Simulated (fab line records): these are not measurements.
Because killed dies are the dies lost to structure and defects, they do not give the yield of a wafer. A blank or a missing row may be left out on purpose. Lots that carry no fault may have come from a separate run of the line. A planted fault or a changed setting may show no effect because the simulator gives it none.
Which tool was responsible? + flow n5-finfet + 24 lots, 72 wafers sampled, at 4 steps of a route of 1938

== WHAT THE GAUGES SHOWED, per wafer ==
N5_BEOL_M14_INSPECT_55: inspects for defects (darkfield). Usual: raw-defect-count reads 65 (standard deviation 19).
| lot  | measured     | on                | raw-defect-count | flag |
|------|--------------|-------------------|------------------|------|
| L075 | day 12 19:01 | defect-inspect-01 | 78 88 90         |      |
| L074 | day 12 21:40 | defect-inspect-02 | 91 65 110        |      |
| L076 | day 12 23:29 | defect-inspect-01 | 89 62 80         |      |
| L077 | day 13 11:05 | defect-inspect-02 | 93 59 75         |      |
| L078 | day 13 12:23 | defect-inspect-01 | 42 43 46         |      |
| L079 | day 14 02:02 | defect-inspect-02 | 80 71 72         |      |
| L081 | day 14 02:19 | defect-inspect-02 | 64 94 50         |      |
| L080 | day 14 09:01 | defect-inspect-01 | 60 41 72         |      |
| L082 | day 14 10:01 | defect-inspect-02 | 56 35 38         |      |
| L083 | day 14 12:31 | defect-inspect-01 | 51 49 78         |      |
| L084 | day 14 17:25 | defect-inspect-02 | 47 68 62         |      |
| L085 | day 15 10:59 | defect-inspect-01 | 67 43 50         |      |
| L086 | day 15 22:46 | defect-inspect-02 | 67 48 66         |      |
| L089 | day 16 02:33 | defect-inspect-01 | 47 79 60         |      |
| L088 | day 16 13:29 | defect-inspect-02 | 73 59 60         |      |
| L091 | day 16 13:46 | defect-inspect-02 | 63 65 73         |      |
| L087 | day 16 19:16 | defect-inspect-02 | 55 40 55         |      |
| L090 | day 17 07:36 | defect-inspect-02 | 46 49 55         |      |
| L092 | day 17 12:04 | defect-inspect-02 | 26 68 69         |      |
| L093 | day 18 03:25 | defect-inspect-01 | 45 42 78         |      |
| L095 | day 18 03:32 | defect-inspect-01 | 58 74 90         |      |
| L094 | day 18 04:07 | defect-inspect-01 | 52 55 38         |      |
| L096 | day 18 23:20 | defect-inspect-02 | 58 46 31         |      |
| L097 | day 19 07:40 | defect-inspect-01 | 47 53 70         |      |

N5_BEOL_M15_INSPECT_12: inspects for defects (macro). Usual: raw-defect-count reads 1.9 (standard deviation 1.3).
| lot  | measured     | on                | raw-defect-count | flag |
|------|--------------|-------------------|------------------|------|
| L075 | day 12 19:47 | defect-inspect-01 | 2 1 0            |      |
| L074 | day 12 22:18 | defect-inspect-01 | 4 2 0            |      |
| L076 | day 13 00:10 | defect-inspect-01 | 1 1 2            |      |
| L077 | day 13 11:44 | defect-inspect-02 | 5 3 3            |      |
| L078 | day 13 13:02 | defect-inspect-01 | 0 2 2            |      |
| L079 | day 14 02:41 | defect-inspect-02 | 1 2 1            |      |
| L081 | day 14 03:05 | defect-inspect-01 | 7 1 2            |      |
| L080 | day 14 10:21 | defect-inspect-01 | 1 2 0            |      |
| L082 | day 14 10:47 | defect-inspect-02 | 3 3 1            |      |
| L083 | day 14 13:17 | defect-inspect-01 | 3 2 1            |      |
| L084 | day 14 18:11 | defect-inspect-02 | 4 3 1            |      |
| L085 | day 15 11:38 | defect-inspect-01 | 4 3 2            |      |
| L086 | day 15 23:33 | defect-inspect-02 | 2 2 1            |      |
| L089 | day 16 03:18 | defect-inspect-02 | 3 4 1            |      |
| L088 | day 16 14:16 | defect-inspect-01 | 2 2 3            |      |
| L091 | day 16 14:32 | defect-inspect-02 | 1 1 1            |      |
| L087 | day 16 19:55 | defect-inspect-01 | 1 2 1            |      |
| L090 | day 17 08:22 | defect-inspect-02 | 2 3 2            |      |
| L092 | day 17 12:49 | defect-inspect-01 | 2 2 2            |      |
| L093 | day 18 04:18 | defect-inspect-02 | 2 3 2            |      |
| L095 | day 18 04:28 | defect-inspect-01 | 1 4 3            |      |
| L094 | day 18 04:53 | defect-inspect-02 | 6 2 3            |      |
| L096 | day 19 00:06 | defect-inspect-01 | 3 4 2            |      |
| L097 | day 19 08:27 | defect-inspect-02 | 1 3 3            |      |

N5_BEOL_M15_INSPECT_30: inspects for defects (macro). Usual: raw-defect-count reads 1.9 (standard deviation 1.4).
| lot  | measured     | on                | raw-defect-count | flag |
|------|--------------|-------------------|------------------|------|
| L075 | day 12 21:36 | defect-inspect-02 | 0 3 3            |      |
| L074 | day 13 00:02 | defect-inspect-01 | 2 0 1            |      |
| L076 | day 13 01:46 | defect-inspect-02 | 3 3 3            |      |
| L077 | day 13 13:19 | defect-inspect-01 | 4 3 0            |      |
| L078 | day 13 14:46 | defect-inspect-01 | 2 1 1            |      |
| L079 | day 14 04:16 | defect-inspect-02 | 2 4 0            |      |
| L081 | day 14 04:33 | defect-inspect-01 | 5 3 1            |      |
| L080 | day 14 11:52 | defect-inspect-01 | 1 2 2            |      |
| L082 | day 14 12:28 | defect-inspect-02 | 1 2 2            |      |
| L083 | day 14 14:52 | defect-inspect-01 | 1 2 3            |      |
| L084 | day 14 20:21 | defect-inspect-01 | 1 2 2            |      |
| L085 | day 15 13:58 | defect-inspect-02 | 5 1 1            |      |
| L086 | day 16 01:01 | defect-inspect-01 | 1 0 3            |      |
| L089 | day 16 04:53 | defect-inspect-01 | 0 0 0            |      |
| L088 | day 16 16:13 | defect-inspect-02 | 2 0 4            |      |
| L091 | day 16 16:15 | defect-inspect-01 | 4 2 5            |      |
| L087 | day 16 21:22 | defect-inspect-02 | 2 3 3            |      |
| L090 | day 17 10:07 | defect-inspect-01 | 2 3 0            |      |
| L092 | day 17 14:17 | defect-inspect-01 | 0 3 1            |      |
| L093 | day 18 06:08 | defect-inspect-02 | 1 2 0            |      |
| L095 | day 18 06:18 | defect-inspect-02 | 2 1 1            |      |
| L094 | day 18 06:52 | defect-inspect-01 | 0 2 4            |      |
| L096 | day 19 01:41 | defect-inspect-01 | 2 3 3            |      |
| L097 | day 19 10:02 | defect-inspect-02 | 3 2 4            |      |

== WHAT TOOL EACH LOT RAN ON (gives the tool, then ch and the chambers of the sampled wafers, and finally the start) ==
| lot  | N5_BEOL_M15_STRIP_63                          |
|------|-----------------------------------------------|
| L075 | rie-diel-02 ch 0,2, day 12 21:36 or earlier   |
| L074 | rie-diel-06 ch 0,1, day 13 00:02 or earlier   |
| L076 | rie-diel-06 ch 0,2, day 13 01:46 or earlier   |
| L077 | rie-diel-06 ch 1,2, day 13 13:19 or earlier   |
| L078 | rie-diel-01 ch 0,1, day 13 14:46 or earlier   |
| L079 | rie-diel-06 ch 0,1,2, day 14 04:16 or earlier |
| L081 | rie-diel-06 ch 0,1,3, day 14 04:33 or earlier |
| L080 | rie-diel-01 ch 0,3, day 14 11:52 or earlier   |
| L082 | rie-diel-02 ch 0,2, day 14 12:28 or earlier   |
| L083 | rie-diel-02 ch 0,2,3, day 14 14:52 or earlier |
| L084 | rie-diel-06 ch 0,1,2, day 14 20:21 or earlier |
| L085 | rie-diel-02 ch 0,1,3, day 15 13:58 or earlier |
| L086 | rie-diel-01 ch 1,2,3, day 16 01:01 or earlier |
| L089 | rie-diel-06 ch 1,2,3, day 16 04:53 or earlier |
| L088 | rie-diel-01 ch 1,2,3, day 16 16:13 or earlier |
| L091 | rie-diel-02 ch 0,2,3, day 16 16:15 or earlier |
| L087 | rie-diel-06 ch 2,3, day 16 21:22 or earlier   |
| L090 | rie-diel-01 ch 0,1,3, day 17 10:07 or earlier |
| L092 | rie-diel-02 ch 0,1, day 17 14:17 or earlier   |
| L093 | rie-diel-02 ch 1,2, day 18 06:08 or earlier   |
| L095 | rie-diel-01 ch 1,2,3, day 18 06:18 or earlier |
| L094 | rie-diel-02 ch 1,2, day 18 06:52 or earlier   |
| L096 | rie-diel-06 ch 2,3, day 19 01:41 or earlier   |
| L097 | rie-diel-02 ch 0,3, day 19 10:02 or earlier   |
- N5_BEOL_M15_STRIP_63: strips in O2.

== AS READ BY THE TOOLS THEMSELVES (means over the sampled wafers that have a number; for cases with no such wafer, the mark the record gives instead) ==
N5_BEOL_M15_STRIP_63. Usual: drypump-motor-current-A 6.1 A, standard deviation 0.45; oes-product-au 0.80 a.u., standard deviation 0.11; rf-vpp-V 3.6 V, standard deviation 0.77; showerhead-plenum-p-Torr 2.08 Torr, standard deviation 0.1; throttle-valve-pct 16.68 %, standard deviation 0.27.
| lot  | tool        | drypump-motor-current-A (A) | oes-product-au (a.u.) | rf-vpp-V (V) | showerhead-plenum-p-Torr (Torr) | throttle-valve-pct (%) | flag |
|------|-------------|-----------------------------|-----------------------|--------------|---------------------------------|------------------------|------|
| L075 | rie-diel-02 | 6.7                         | 0.85                  | 3.4          | 2.14                            | 16.47                  |      |
| L074 | rie-diel-06 | 6.0                         | 0.87                  | 3.5          | 2.02                            | 16.42                  |      |
| L076 | rie-diel-06 | 5.7                         | 0.77                  | 2.7          | 2.13                            | 16.66                  |      |
| L077 | rie-diel-06 | 5.7                         | 0.72                  | 3.6          | 2.09                            | 16.76                  |      |
| L078 | rie-diel-01 | 5.8                         | 0.71                  | 3.4          | 2.06                            | 17.16                  |      |
| L079 | rie-diel-06 | 5.9                         | 0.78                  | 3.7          | 2.05                            | 16.59                  |      |
| L081 | rie-diel-06 | 6.2                         | 0.88                  | 3.8          | 2.07                            | 16.48                  |      |
| L080 | rie-diel-01 | 6.0                         | 0.80                  | 3.6          | 2.06                            | 16.86                  |      |
| L082 | rie-diel-02 | 6.7                         | 0.78                  | 4.0          | 2.04                            | 16.64                  |      |
| L083 | rie-diel-02 | 6.5                         | 0.76                  | 3.3          | 2.06                            | 16.78                  |      |
| L084 | rie-diel-06 | 5.9                         | 0.77                  | 3.7          | 2.05                            | 16.62                  |      |
| L085 | rie-diel-02 | 6.2                         | 0.75                  | 3.6          | 2.13                            | 16.76                  |      |
| L086 | rie-diel-01 | 5.7                         | 0.88                  | 3.7          | 2.08                            | 16.66                  |      |
| L089 | rie-diel-06 | 6.1                         | 0.79                  | 3.4          | 2.10                            | 16.67                  |      |
| L088 | rie-diel-01 | 5.7                         | 0.88                  | 3.6          | 2.07                            | 16.67                  |      |
| L091 | rie-diel-02 | 6.6                         | 0.74                  | 3.7          | 2.05                            | 16.83                  |      |
| L087 | rie-diel-06 | 6.0                         | 0.76                  | 4.4          | 2.18                            | 16.74                  |      |
| L090 | rie-diel-01 | 5.9                         | 0.93                  | 4.5          | 2.06                            | 16.61                  |      |
| L092 | rie-diel-02 | 6.3                         | 0.80                  | 3.0          | 2.21                            | 16.52                  |      |
| L093 | rie-diel-02 | 5.9                         | 0.71                  | 4.0          | 2.09                            | 16.82                  |      |
| L095 | rie-diel-01 | 5.7                         | 0.85                  | 4.5          | 2.07                            | 16.70                  |      |
| L094 | rie-diel-02 | 6.3                         | 0.71                  | 3.7          | 2.01                            | 16.85                  |      |
| L096 | rie-diel-06 | 6.3                         | 0.83                  | 3.9          | 2.20                            | 16.67                  |      |
| L097 | rie-diel-02 | 6.6                         | 0.77                  | 3.4          | 2.15                            | 16.68                  |      |

== THE ANSWER, worked out from the rows above alone ==
Rule: take the mean of a lot's wafers that have a number; if it is more than 3 standard deviations from the usual mean, the lot is off. A lot without any number at a reading at which 4 lots or more have one is off too. Any other lot the step has rows for is counted as sound. The gauges are gone through in route order, then the tools' own readings, and for those a lot's mean is taken as printed above. At the first step where some lot is off, the reading lying furthest off is the one used; lots without a number count as furthest.
Across all readings shown, no lot is off: no conclusion can be drawn from this.

== WHAT HAD BEEN PUT IN BY THE SIMULATOR ==
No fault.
